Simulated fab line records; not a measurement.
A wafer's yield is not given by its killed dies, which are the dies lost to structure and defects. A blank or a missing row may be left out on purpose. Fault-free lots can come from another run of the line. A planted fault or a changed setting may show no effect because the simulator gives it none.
Matching of chambers | flow n5-finfet | N5_ILD0_LINER_00 on ald-sin-01: 4 sister chambers
The step material SiNx, target thk 4 nm, pulse time 1 s, purge time 2 s. 8 wafers are shown with their chamber, then 10 later ones without.

WAFERS, EACH WITH ITS CHAMBER
wafer  | chamber | heater-power-w (W) | precursor-pulse-height-rel
L074.4 | 3       | 847                | 1.003
L074.5 | 1       | 897                | 1.025
L077.5 | 1       | 904                | 1.009
L086.2 | 3       | 847                | 0.997
L086.4 | 0       | 732                | 0.998
L086.6 | 2       | 908                | 1.033
L088.1 | 2       | 899                | 0.986
L088.5 | 0       | 721                | 1.016

WAFERS MISSING THEIR CHAMBER
wafer  | heater-power-w (W) | precursor-pulse-height-rel
L088.6 | 833                | 0.986
L090.2 | 834                | 0.974
L090.4 | 902                | 0.987
L090.5 | 855                | 0.981
L092.1 | 893                | 1.014
L092.2 | 888                | 0.993
L092.3 | 841                | 1.009
L092.4 | 720                | 0.983
L092.5 | 899                | 0.979
L092.6 | 861                | 0.970

WHICH CHAMBER EACH ONE RAN IN
wafer  | from the rows above     | in truth
L088.6 | 3                       | 3
L090.2 | 3                       | 3
L090.4 | can't be placed: 2 or 1 | 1
L090.5 | 3                       | 3
L092.1 | can't be placed: 1 or 2 | 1
L092.2 | can't be placed: 1 or 2 | 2
L092.3 | 3                       | 3
L092.4 | 0                       | 0
L092.5 | can't be placed: 2 or 1 | 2
L092.6 | 3                       | 3
Correct placement for 6 of the 10. Unplaceable from these rows: 4, with the true chamber sitting among the candidates in 4. 0 placed wrongly.
How it was worked out, from the rows above alone: a wafer's distance from a chamber is the root of the sum, over the readings, of the square of ((its reading less the chamber's mean) divided by the reading's scatter). The wafer belongs to the nearest chamber; if the next one is less than 2 further off, it can't be placed. The mean given for a chamber averages the wafers shown for that chamber. The scatter: take each reading less its chamber's mean, square it, sum over the shown wafers, divide by the number of wafers less the number of chambers, and take the root.
